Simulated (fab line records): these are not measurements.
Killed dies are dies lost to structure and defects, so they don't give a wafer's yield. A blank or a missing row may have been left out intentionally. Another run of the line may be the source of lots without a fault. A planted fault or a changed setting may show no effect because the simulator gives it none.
Matching of chambers | flow n5-finfet | N5_FIN_SAQP_ETCH_52 on rie-diel-05 has 4 sister chambers
The step etches SOC in N2/H2, target depth 100 nm, overetch 20 nm, time 150 s. 18 wafers are shown with their chamber, then 9 later ones without.

## WAFERS WITH THEIR CHAMBER
wafer  | chamber | drypump-motor-current-A (A) | showerhead-plenum-p-Torr (Torr) | throttle-valve-pct (%)
L082.1 | 2       | 6.3                         | 2.70                            | 17.66
L082.3 | 1       | 5.2                         | 2.63                            | 18.10
L082.5 | 3       | 5.6                         | 2.43                            | 18.18
L083.1 | 1       | 5.2                         | 2.63                            | 18.11
L083.2 | 0       | 6.1                         | 2.65                            | 17.59
L083.5 | 0       | 6.1                         | 2.65                            | 17.59
L084.1 | 1       | 5.2                         | 2.63                            | 18.10
L084.3 | 2       | 6.4                         | 2.69                            | 17.64
L084.4 | 0       | 6.1                         | 2.65                            | 17.59
L088.3 | 1       | 5.2                         | 2.62                            | 18.12
L088.5 | 0       | 6.1                         | 2.65                            | 17.60
L088.6 | 1       | 5.2                         | 2.62                            | 18.12
L089.1 | 0       | 6.1                         | 2.65                            | 17.62
L089.2 | 2       | 6.3                         | 2.69                            | 17.67
L089.5 | 0       | 6.1                         | 2.65                            | 17.61
L091.1 | 0       | 6.1                         | 2.65                            | 17.60
L091.2 | 2       | 6.3                         | 2.69                            | 17.69
L091.6 | 3       | 5.6                         | 2.42                            | 18.20

SIGNATURES (means of the wafers above)
reading                  | chamber 0 | chamber 1 | chamber 2 | chamber 3 | scatter within a chamber
drypump-motor-current-A  | 6.100     | 5.200     | 6.325     | 5.600     | 0.0231
showerhead-plenum-p-Torr | 2.6500    | 2.6260    | 2.6925    | 2.4250    | 0.00418
throttle-valve-pct       | 17.6000   | 18.1100   | 17.6650   | 18.1900   | 0.0139
Rule: a wafer's distance from a chamber is the root of the sum, over the readings, of the square of ((its reading less the chamber's mean) divided by the reading's scatter). The wafer belongs to the nearest chamber; if the next one is less than 2 further off, it can't be placed. How the scatter is found: for the shown wafers, subtract from each reading the mean of its chamber, square and add these, divide the total by (wafers less chambers), then take the root.

## WAFERS MISSING THEIR CHAMBER
wafer  | drypump-motor-current-A (A) | showerhead-plenum-p-Torr (Torr) | throttle-valve-pct (%)
L092.1 | 5.2                         | 2.62                            | 18.14
L092.2 | 5.6                         | 2.42                            | 18.21
L092.3 | 6.4                         | 2.69                            | 17.69
L093.1 | 6.3                         | 2.68                            | 17.70
L093.2 | 6.1                         | 2.64                            | 17.63
L093.3 | 5.2                         | 2.62                            | 18.13
L094.2 | 5.2                         | 2.62                            | 18.14
L094.3 | 6.0                         | 2.64                            | 17.62
L094.5 | 5.2                         | 2.62                            | 18.13

## THE CHAMBER EACH PASSED THROUGH
wafer  | from the rows above | in truth
L092.1 | 1                   | 1
L092.2 | 3                   | 3
L092.3 | 2                   | 2
L093.1 | 2                   | 2
L093.2 | 0                   | 0
L093.3 | 1                   | 1
L094.2 | 1                   | 1
L094.3 | 0                   | 0
L094.5 | 1                   | 1
Correct placement for 9 of the 9. From these rows, 0 cannot be placed. 0 placed wrongly.
